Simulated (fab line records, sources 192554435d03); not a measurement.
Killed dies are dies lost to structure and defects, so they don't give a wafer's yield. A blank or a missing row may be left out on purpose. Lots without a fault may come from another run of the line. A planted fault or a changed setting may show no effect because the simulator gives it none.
Chamber matching | flow n5_finfet | N5_BEOL_M11_STRIP_67 on rie_diel-04: 4 sister chambers
The step strips in CF4. 27 wafers are shown with their chamber, then 12 later ones without.

WAFERS WITH THEIR CHAMBER
wafer  | chamber | drypump_motor_current_A (A) | throttle_valve_pct (%) | oes_product_au (a.u.)
L076.4 | 0       | 5.3                         | 13.49                  | 0.88
L076.5 | 3       | 6.5                         | 13.70                  | 0.73
L076.6 | 0       | 5.3                         | 13.48                  | 0.88
L075.2 | 2       | 4.7                         | 13.56                  | 0.69
L075.5 | 1       | 5.7                         | 13.72                  | 0.77
L075.6 | 2       | 4.8                         | 13.55                  | 0.70
L079.1 | 3       | 6.4                         | 13.71                  | 0.73
L079.3 | 1       | 5.7                         | 13.74                  | 0.77
L079.4 | 2       | 4.7                         | 13.58                  | 0.69
L078.4 | 0       | 5.3                         | 13.53                  | 0.88
L078.5 | 1       | 5.6                         | 13.76                  | 0.76
L078.6 | 0       | 5.3                         | 13.50                  | 0.87
L080.3 | 0       | 5.3                         | 13.52                  | 0.88
L080.4 | 3       | 6.4                         | 13.72                  | 0.73
L080.5 | 1       | 5.6                         | 13.74                  | 0.76
L081.2 | 3       | 6.4                         | 13.73                  | 0.73
L081.3 | 1       | 5.7                         | 13.75                  | 0.76
L081.5 | 3       | 6.4                         | 13.72                  | 0.72
L087.1 | 3       | 6.4                         | 13.76                  | 0.71
L087.2 | 1       | 5.6                         | 13.77                  | 0.75
L087.4 | 2       | 4.7                         | 13.01                  | 0.98
L088.1 | 3       | 6.4                         | 13.76                  | 0.71
L088.3 | 0       | 5.3                         | 13.55                  | 0.84
L088.5 | 1       | 5.7                         | 13.80                  | 0.74
L091.2 | 1       | 5.6                         | 13.82                  | 0.74
L091.3 | 0       | 5.3                         | 13.56                  | 0.84
L091.4 | 3       | 6.4                         | 13.77                  | 0.71

SIGNATURES (means of the wafers above)
reading                 | chamber 0 | chamber 1 | chamber 2 | chamber 3 | scatter within a chamber
drypump_motor_current_A | 5.300     | 5.650     | 4.725     | 6.413     | 0.0397
throttle_valve_pct      | 13.5186   | 13.7625   | 13.4250   | 13.7338   | 0.104
oes_product_au          | 0.8671    | 0.7562    | 0.7650    | 0.7212    | 0.0534
Rule: a wafer's distance from a chamber is the root of the sum, over the readings, of the square of ((its reading less the chamber's mean) divided by the reading's scatter). The wafer belongs to the nearest chamber; if the next one is less than 2 further off, it can't be placed. The scatter: the root of (the sum of the squares of (reading less its chamber's mean) over the shown wafers, divided by (wafers less chambers)).

WAFERS WITHOUT THEIR CHAMBER
wafer  | drypump_motor_current_A (A) | throttle_valve_pct (%) | oes_product_au (a.u.)
L089.2 | 6.4                         | 13.78                  | 0.71
L089.3 | 4.7                         | 13.01                  | 0.95
L089.6 | 5.7                         | 13.80                  | 0.74
L093.1 | 5.3                         | 13.56                  | 0.84
L093.5 | 4.7                         | 13.03                  | 0.95
L093.6 | 6.4                         | 13.78                  | 0.70
L096.1 | 4.7                         | 13.02                  | 0.94
L096.3 | 6.4                         | 13.79                  | 0.71
L096.5 | 6.4                         | 13.80                  | 0.70
L094.2 | 6.4                         | 13.79                  | 0.70
L094.3 | 5.3                         | 13.58                  | 0.83
L094.5 | 6.4                         | 13.80                  | 0.71

WHICH CHAMBER EACH WENT THROUGH
wafer  | from the rows above | in truth
L089.2 | 3                   | 3
L089.3 | 2                   | 2
L089.6 | 1                   | 1
L093.1 | 0                   | 0
L093.5 | 2                   | 2
L093.6 | 3                   | 3
L096.1 | 2                   | 2
L096.3 | 3                   | 3
L096.5 | 3                   | 3
L094.2 | 3                   | 3
L094.3 | 0                   | 0
L094.5 | 3                   | 3
Placed correctly: 12 of 12. Can't be placed from these rows: 0. Placed wrongly: 0.
